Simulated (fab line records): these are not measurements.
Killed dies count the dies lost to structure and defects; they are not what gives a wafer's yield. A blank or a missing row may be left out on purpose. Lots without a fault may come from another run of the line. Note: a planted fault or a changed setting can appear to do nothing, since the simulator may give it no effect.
Matching of chambers | flow n5_finfet | N5_BEOL_M15_CMP_49 on cmp-03 has 4 sister chambers
The step polishes, stops on SiO2, t overpolish 4.9 s, target thk 850 nm. 8 wafers are shown with their chamber, then 8 later ones without.

== EACH WAFER AND ITS CHAMBER ==
wafer  | chamber | motor_current_A (A) | barrier_field_endpoint_s (s)
L078.2 | 2       | 9.5                 | 11.08
L083.1 | 2       | 9.0                 | 11.18
L083.2 | 3       | 9.3                 | 11.35
L085.2 | 3       | 9.3                 | 11.47
L085.3 | 1       | 9.4                 | 11.38
L086.3 | 0       | 7.9                 | 11.57
L091.2 | 1       | 9.3                 | 11.71
L091.3 | 0       | 8.5                 | 11.70

== WAFERS WITHOUT THEIR CHAMBER ==
wafer  | motor_current_A (A) | barrier_field_endpoint_s (s)
L089.1 | 9.2                 | 11.29
L089.2 | 8.6                 | 11.22
L094.1 | 7.5                 | 11.73
L094.2 | 9.7                 | 11.58
L094.4 | 9.0                 | 11.77
L095.1 | 8.8                 | 11.64
L095.3 | 8.1                 | 11.54
L096.2 | 8.8                 | 11.39

== WHICH CHAMBER EACH ONE RAN IN ==
wafer  | from the rows above               | in truth
L089.1 | can't be placed: 3 or 2 or 1      | 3
L089.2 | can't be placed: 2 or 3 or 0 or 1 | 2
L094.1 | 0                                 | 0
L094.2 | can't be placed: 1 or 3           | 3
L094.4 | can't be placed: 1 or 3 or 0      | 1
L095.1 | can't be placed: 1 or 0 or 3 or 2 | 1
L095.3 | 0                                 | 0
L096.2 | can't be placed: 3 or 1 or 2 or 0 | 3
Placed correctly: 2 of 8. Unplaceable from these rows: 6, with the true chamber sitting among the candidates in 6. Wrongly placed: 0.
How it was worked out, from the rows above alone: a wafer's distance from a chamber is the root of the sum, over the readings, of the square of ((its reading less the chamber's mean) divided by the reading's scatter). If the next closest chamber is less than 2 further off than the closest, the wafer can't be placed; otherwise it belongs to the closest. Each chamber's mean is taken over the wafers shown for it. The scatter is the square root of a quotient: the sum, over the shown wafers, of each reading's squared deviation from its chamber's mean, divided by wafers minus chambers.
